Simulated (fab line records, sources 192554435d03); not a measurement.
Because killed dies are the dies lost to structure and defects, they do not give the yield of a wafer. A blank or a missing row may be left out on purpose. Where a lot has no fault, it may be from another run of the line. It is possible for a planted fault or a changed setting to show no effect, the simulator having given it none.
Which tool did it? / flow n5 finfet / 11 lots with 33 wafers sampled at 5 steps, on a route of 1938 steps

== WHAT THE GAUGES READ, wafer by wafer ==
N5_SD_EPI_N_INSPECT_11: inspects for defects (macro). Usual: 2.1 for raw defect count, sd 1.4.
lot=L468; measured=day 3 00:17; on=defect inspect-02; raw defect count=0 3 2; flag=
lot=L475; measured=day 4 19:19; on=defect inspect-01; raw defect count=4 1 3; flag=
lot=L476; measured=day 5 03:11; on=defect inspect-01; raw defect count=1 2 5; flag=
lot=L477; measured=day 5 05:34; on=defect inspect-01; raw defect count=2 2 3; flag=
lot=L478; measured=day 5 11:52; on=defect inspect-02; raw defect count=3 3 5; flag=
lot=L479; measured=day 5 18:20; on=defect inspect-02; raw defect count=1 0 0; flag=
lot=L480; measured=day 6 02:26; on=defect inspect-02; raw defect count=7 3 2; flag=
lot=L481; measured=day 6 07:48; on=defect inspect-01; raw defect count=2 1 4; flag=
lot=L483; measured=day 6 19:29; on=defect inspect-01; raw defect count=2 2 4; flag=
lot=L489; measured=day 8 05:12; on=defect inspect-01; raw defect count=1 1 0; flag=
lot=L490; measured=day 8 17:07; on=defect inspect-02; raw defect count=4 2 1; flag=

N5_BEOL_M4_RC_MEAS_101. Usual: DIBL_N 36.7 mV/V, standard deviation 1.8; DIBL_P 37.0 mV/V, standard deviation 2.4; IOFF_N 0.17 nA/um, standard deviation 0.036; IOFF_P 0.22 nA/um, standard deviation 0.042; ION_N 673 uA/um, standard deviation 12; ION_P 462 uA/um, standard deviation 8.5; SS_N 71.7 mV/dec, standard deviation 0.62; SS_P 73.4 mV/dec, standard deviation 0.65; VT_N 250 mV, standard deviation 3.7; VT_P -250 mV, standard deviation 3.7.
lot=L468; measured=day 8 22:50; on=prober-01; DIBL_N (mV/V)=38.0 36.5 37.5; DIBL_P (mV/V)=39.7 37.5 39.1; IOFF_N (nA/um)=0.19 0.16 0.18; IOFF_P (nA/um)=0.24 0.20 0.23; ION_N (uA/um)=682 676 678; ION_P (uA/um)=462 460 458; SS_N (mV/dec)=72.3 71.0 71.5; SS_P (mV/dec)=73.6 73.5 74.0; VT_N (mV)=247 250 248; VT_P (mV)=-250 -252 -251; flag=
lot=L475; measured=day 10 08:27; on=prober-02; DIBL_N (mV/V)=36.2 33.3 37.4; DIBL_P (mV/V)=37.7 33.2 38.6; IOFF_N (nA/um)=0.16 0.12 0.18; IOFF_P (nA/um)=0.22 0.17 0.25; ION_N (uA/um)=675 663 677; ION_P (uA/um)=471 460 468; SS_N (mV/dec)=71.6 71.1 72.3; SS_P (mV/dec)=73.5 72.6 73.3; VT_N (mV)=249 254 248; VT_P (mV)=-246 -251 -248; flag=
lot=L476; measured=day 10 17:46; on=prober-02; DIBL_N (mV/V)=41.1 38.2 37.5; DIBL_P (mV/V)=41.2 38.3 37.9; IOFF_N (nA/um)=0.24 0.18 0.17; IOFF_P (nA/um)=0.27 0.20 0.21; ION_N (uA/um)=692 672 670; ION_P (uA/um)=467 456 451; SS_N (mV/dec)=72.5 72.0 71.7; SS_P (mV/dec)=73.7 73.1 73.3; VT_N (mV)=244 248 247; VT_P (mV)=-251 -255 -251; flag=
lot=L477; measured=day 10 21:43; on=prober-01; DIBL_N (mV/V)=35.9 35.4 37.8; DIBL_P (mV/V)=35.9 35.4 37.7; IOFF_N (nA/um)=0.17 0.15 0.20; IOFF_P (nA/um)=0.25 0.24 0.29; ION_N (uA/um)=683 667 672; ION_P (uA/um)=479 470 474; SS_N (mV/dec)=71.0 72.1 71.9; SS_P (mV/dec)=72.7 72.2 73.1; VT_N (mV)=246 250 245; VT_P (mV)=-243 -244 -243; flag=
lot=L478; measured=day 10 23:26; on=prober-01; DIBL_N (mV/V)=36.1 34.9 35.9; DIBL_P (mV/V)=37.0 35.6 35.9; IOFF_N (nA/um)=0.14 0.12 0.13; IOFF_P (nA/um)=0.20 0.18 0.19; ION_N (uA/um)=658 649 659; ION_P (uA/um)=454 449 455; SS_N (mV/dec)=70.6 71.2 71.2; SS_P (mV/dec)=73.7 73.3 73.3; VT_N (mV)=254 256 251; VT_P (mV)=-250 -251 -254; flag=
lot=L479; measured=day 10 21:02; on=prober-02; DIBL_N (mV/V)=37.4 36.3 37.2; DIBL_P (mV/V)=38.1 37.3 36.4; IOFF_N (nA/um)=0.18 0.16 0.16; IOFF_P (nA/um)=0.23 0.23 0.21; ION_N (uA/um)=675 687 689; ION_P (uA/um)=459 471 470; SS_N (mV/dec)=71.5 71.8 71.9; SS_P (mV/dec)=74.1 73.4 73.1; VT_N (mV)=248 249 248; VT_P (mV)=-251 -250 -250; flag=
lot=L480; measured=day 11 22:43; on=prober-01; DIBL_N (mV/V)=36.3 31.7 38.1; DIBL_P (mV/V)=38.6 31.5 40.0; IOFF_N (nA/um)=0.17 0.10 0.20; IOFF_P (nA/um)=0.25 0.15 0.28; ION_N (uA/um)=680 651 668; ION_P (uA/um)=468 457 464; SS_N (mV/dec)=71.7 69.3 72.6; SS_P (mV/dec)=74.3 72.0 74.5; VT_N (mV)=246 256 248; VT_P (mV)=-247 -250 -248; flag=
lot=L481; measured=day 12 07:16; on=prober-01; DIBL_N (mV/V)=34.9 35.1 34.5; DIBL_P (mV/V)=37.2 36.2 36.0; IOFF_N (nA/um)=0.14 0.13 0.13; IOFF_P (nA/um)=0.22 0.19 0.19; ION_N (uA/um)=669 664 674; ION_P (uA/um)=465 460 463; SS_N (mV/dec)=70.8 71.2 71.3; SS_P (mV/dec)=73.9 74.0 73.4; VT_N (mV)=252 255 250; VT_P (mV)=-251 -253 -253; flag=
lot=L483; measured=day 12 05:52; on=prober-02; DIBL_N (mV/V)=38.3 36.7 38.1; DIBL_P (mV/V)=41.0 38.9 40.2; IOFF_N (nA/um)=0.20 0.19 0.22; IOFF_P (nA/um)=0.29 0.27 0.29; ION_N (uA/um)=686 693 693; ION_P (uA/um)=484 477 479; SS_N (mV/dec)=72.5 71.0 71.9; SS_P (mV/dec)=74.2 73.6 73.2; VT_N (mV)=246 246 241; VT_P (mV)=-244 -244 -246; flag=
lot=L489; measured=day 13 14:30; on=prober-02; DIBL_N (mV/V)=38.1 39.6 37.0; DIBL_P (mV/V)=36.4 38.4 35.7; IOFF_N (nA/um)=0.17 0.20 0.15; IOFF_P (nA/um)=0.25 0.29 0.23; ION_N (uA/um)=687 671 683; ION_P (uA/um)=471 462 470; SS_N (mV/dec)=71.4 72.5 70.7; SS_P (mV/dec)=73.9 73.2 73.3; VT_N (mV)=247 250 249; VT_P (mV)=-248 -247 -248; flag=
lot=L490; measured=day 14 18:44; on=prober-02; DIBL_N (mV/V)=37.6 36.9 36.6; DIBL_P (mV/V)=38.4 37.5 37.7; IOFF_N (nA/um)=0.18 0.16 0.16; IOFF_P (nA/um)=0.24 0.22 0.23; ION_N (uA/um)=684 671 676; ION_P (uA/um)=467 460 469; SS_N (mV/dec)=72.0 71.8 71.8; SS_P (mV/dec)=72.7 73.1 73.9; VT_N (mV)=248 249 249; VT_P (mV)=-250 -254 -251; flag=

== EACH LOT AND THE TOOL THAT RAN IT (in order: tool; ch and the chambers of the sampled wafers; start) ==
lot=L468; N5_SPACER0_ALD_08=ald sin-03 ch 0,1,3, day 2 23:49; N5_SD_EPI_N_LINER_46=ald sin-02 ch 0,1,3, day 3 04:24; N5_SD_EPI_P_COAT_34=litho track-03 ch 0, day 3 04:41
lot=L475; N5_SPACER0_ALD_08=ald sin-04 ch 1,3, day 4 18:42; N5_SD_EPI_N_LINER_46=ald sin-04 ch 0,2,3, day 4 23:36; N5_SD_EPI_P_COAT_34=litho track-04 ch 0, day 4 23:53
lot=L476; N5_SPACER0_ALD_08=ald sin-03 ch 0,1,2, day 4 23:50; N5_SD_EPI_N_LINER_46=ald sin-04 ch 0,2,3, day 5 08:13; N5_SD_EPI_P_COAT_34=litho track-04 ch 0, day 5 08:30
lot=L477; N5_SPACER0_ALD_08=ald sin-03 ch 0,1,2, day 5 04:58; N5_SD_EPI_N_LINER_46=ald sin-01 ch 2,3, day 5 09:19; N5_SD_EPI_P_COAT_34=litho track-04 ch 0, day 5 09:36
lot=L478; N5_SPACER0_ALD_08=ald sin-04 ch 1,2,3, day 5 11:14; N5_SD_EPI_N_LINER_46=ald sin-02 ch 1,2,3, day 5 15:55; N5_SD_EPI_P_COAT_34=litho track-03 ch 0, day 5 16:12
lot=L479; N5_SPACER0_ALD_08=ald sin-04 ch 1,3, day 5 17:43; N5_SD_EPI_N_LINER_46=ald sin-01 ch 0,1,2, day 5 22:23; N5_SD_EPI_P_COAT_34=litho track-04 ch 0, day 5 22:40
lot=L480; N5_SPACER0_ALD_08=ald sin-01 ch 0,2,3, day 6 01:49; N5_SD_EPI_N_LINER_46=ald sin-02 ch 0,3, day 6 06:27; N5_SD_EPI_P_COAT_34=litho track-04 ch 0, day 6 06:44
lot=L481; N5_SPACER0_ALD_08=ald sin-01 ch 0,1, day 6 07:11; N5_SD_EPI_N_LINER_46=ald sin-04 ch 1,2, day 6 11:43; N5_SD_EPI_P_COAT_34=litho track-03 ch 0, day 6 12:00
lot=L483; N5_SPACER0_ALD_08=ald sin-03 ch 0,1,2, day 6 18:59; N5_SD_EPI_N_LINER_46=ald sin-02 ch 0,1,2, day 6 23:26; N5_SD_EPI_P_COAT_34=litho track-03 ch 0, day 6 23:43
lot=L489; N5_SPACER0_ALD_08=ald sin-04 ch 0,1,3, day 8 04:35; N5_SD_EPI_N_LINER_46=ald sin-04 ch 1,2,3, day 8 09:22; N5_SD_EPI_P_COAT_34=litho track-03 ch 0, day 8 09:39
lot=L490; N5_SPACER0_ALD_08=ald sin-04 ch 0,2, day 8 16:31; N5_SD_EPI_N_LINER_46=ald sin-02 ch 0,1,2, day 8 20:55; N5_SD_EPI_P_COAT_34=litho track-04 ch 0, day 8 21:12
- N5_SPACER0_ALD_08: deposits SiNx, target thk 2 nm.
- N5_SD_EPI_N_LINER_46: material SiNx, target thk 3 nm.
- N5_SD_EPI_P_COAT_34: time 60 s, resist thk 350 nm.

== WHAT THE TOOLS THEMSELVES READ (means of the sampled wafers that have a number; where no wafer has one, the mark that the record gives instead) ==
N5_SPACER0_ALD_08. Usual: heater power w 851 W, standard deviation 66; susceptor temp C 400.00 C, standard deviation 0.22.
lot=L468; tool=ald sin-03; heater power w (W)=791; susceptor temp C (C)=399.77; flag=
lot=L475; tool=ald sin-04; heater power w (W)=824; susceptor temp C (C)=399.86; flag=
lot=L476; tool=ald sin-03; heater power w (W)=804; susceptor temp C (C)=400.00; flag=
lot=L477; tool=ald sin-03; heater power w (W)=797; susceptor temp C (C)=399.93; flag=
lot=L478; tool=ald sin-04; heater power w (W)=867; susceptor temp C (C)=400.09; flag=
lot=L479; tool=ald sin-04; heater power w (W)=819; susceptor temp C (C)=399.86; flag=
lot=L480; tool=ald sin-01; heater power w (W)=843; susceptor temp C (C)=400.03; flag=
lot=L481; tool=ald sin-01; heater power w (W)=908; susceptor temp C (C)=400.02; flag=
lot=L483; tool=ald sin-03; heater power w (W)=806; susceptor temp C (C)=400.02; flag=
lot=L489; tool=ald sin-04; heater power w (W)=859; susceptor temp C (C)=399.84; flag=
lot=L490; tool=ald sin-04; heater power w (W)=927; susceptor temp C (C)=400.09; flag=

N5_SD_EPI_N_LINER_46. Usual: heater power w 879 W, standard deviation 68; susceptor temp C 400.04 C, standard deviation 0.21.
lot=L468; tool=ald sin-02; heater power w (W)=866; susceptor temp C (C)=399.93; flag=
lot=L475; tool=ald sin-04; heater power w (W)=892; susceptor temp C (C)=400.11; flag=
lot=L476; tool=ald sin-04; heater power w (W)=894; susceptor temp C (C)=399.88; flag=
lot=L477; tool=ald sin-01; heater power w (W)=813; susceptor temp C (C)=400.00; flag=
lot=L478; tool=ald sin-02; heater power w (W)=871; susceptor temp C (C)=400.04; flag=
lot=L479; tool=ald sin-01; heater power w (W)=889; susceptor temp C (C)=400.18; flag=
lot=L480; tool=ald sin-02; heater power w (W)=912; susceptor temp C (C)=400.30; flag=
lot=L481; tool=ald sin-04; heater power w (W)=895; susceptor temp C (C)=399.82; flag=
lot=L483; tool=ald sin-02; heater power w (W)=915; susceptor temp C (C)=399.91; flag=
lot=L489; tool=ald sin-04; heater power w (W)=861; susceptor temp C (C)=399.73; flag=
lot=L490; tool=ald sin-02; heater power w (W)=916; susceptor temp C (C)=400.01; flag=

N5_SD_EPI_P_COAT_34. Usual: 1500.0 rpm for spin speed rpm, sd 0.81.
lot=L468; tool=litho track-03; spin speed rpm (rpm)=1499.5; flag=
lot=L475; tool=litho track-04; spin speed rpm (rpm)=1500.0; flag=
lot=L476; tool=litho track-04; spin speed rpm (rpm)=1499.7; flag=
lot=L477; tool=litho track-04; spin speed rpm (rpm)=1534.5; flag=OFF
lot=L478; tool=litho track-03; spin speed rpm (rpm)=1500.1; flag=
lot=L479; tool=litho track-04; spin speed rpm (rpm)=1533.9; flag=OFF
lot=L480; tool=litho track-04; spin speed rpm (rpm)=1534.3; flag=OFF
lot=L481; tool=litho track-03; spin speed rpm (rpm)=1499.8; flag=
lot=L483; tool=litho track-03; spin speed rpm (rpm)=1499.5; flag=
lot=L489; tool=litho track-03; spin speed rpm (rpm)=1500.5; flag=
lot=L490; tool=litho track-04; spin speed rpm (rpm)=1498.2; flag=

== THE ANSWER, worked out from the rows above alone ==
Rule: a lot is off if the mean of its wafers that have a number lies more than 3 standard deviations from the usual mean. A lot without any number at a reading at which 4 lots or more have one is off too. The other lots that the step has rows for count as sound. The gauges are gone through in route order, then the tools' own readings, and for those a lot's mean is taken as printed above. At the first step where some lot is off, the reading lying furthest off is the one used; lots without a number count as furthest.
Off at N5_SD_EPI_P_COAT_34 (spin speed rpm): L477, L479, L480.
If a tool, at that step or one of the process steps before it, ran each lot that is off and ran no sound lot following the first of them, it fits. No candidate that was tried fits.

== WHAT WAS PUT IN BY THE SIMULATOR ==
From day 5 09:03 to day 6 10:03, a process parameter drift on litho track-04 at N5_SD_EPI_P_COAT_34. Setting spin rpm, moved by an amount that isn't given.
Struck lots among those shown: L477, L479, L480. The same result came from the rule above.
